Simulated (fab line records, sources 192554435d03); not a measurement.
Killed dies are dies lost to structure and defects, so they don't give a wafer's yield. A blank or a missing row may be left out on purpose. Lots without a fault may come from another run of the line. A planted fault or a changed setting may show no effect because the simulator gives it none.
Chamber matching | flow n5_finfet | N5_HKMG_FIN_ETCH_86 on rie_diel-03: 4 sister chambers
The step etches SOC in N2/H2, stops on TiN, target depth 393.2 nm. 4 wafers are shown with their chamber, then 9 later ones without.

WAFERS WITH THEIR CHAMBER
wafer  | chamber | drypump_motor_current_A (A)
L087.5 | 1       | 5.8
L089.1 | 0       | 5.0
L089.3 | 3       | 4.8
L089.5 | 2       | 5.3

WAFERS WITHOUT THEIR CHAMBER
wafer  | drypump_motor_current_A (A)
L090.1 | 4.9
L090.2 | 5.3
L090.4 | 5.0
L096.3 | 5.0
L096.5 | 5.8
L096.6 | 5.2
L097.1 | 4.9
L097.3 | 5.3
L097.5 | 5.0

WHICH CHAMBER EACH WENT THROUGH
wafer  | from the rows above     | in truth
L090.1 | can't be placed: 0 or 3 | 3
L090.2 | 2                       | 2
L090.4 | 0                       | 0
L096.3 | 0                       | 0
L096.5 | 1                       | 1
L096.6 | can't be placed: 2 or 0 | 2
L097.1 | can't be placed: 0 or 3 | 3
L097.3 | 2                       | 2
L097.5 | 0                       | 0
Placed correctly: 6 of 9. Can't be placed from these rows: 3 (the true chamber is among the candidates in 3). Placed wrongly: 0.
How it was worked out, from the rows above alone: a wafer's distance from a chamber is the root of the sum, over the readings, of the square of ((its reading less the chamber's mean) divided by the reading's scatter). The wafer belongs to the nearest chamber; if the next one is less than 2 further off, it can't be placed. A chamber's mean is the mean of its shown wafers. The scatter: with one shown wafer a chamber, the root of the mean of the squares of how far each hidden wafer lies from its nearest shown one.
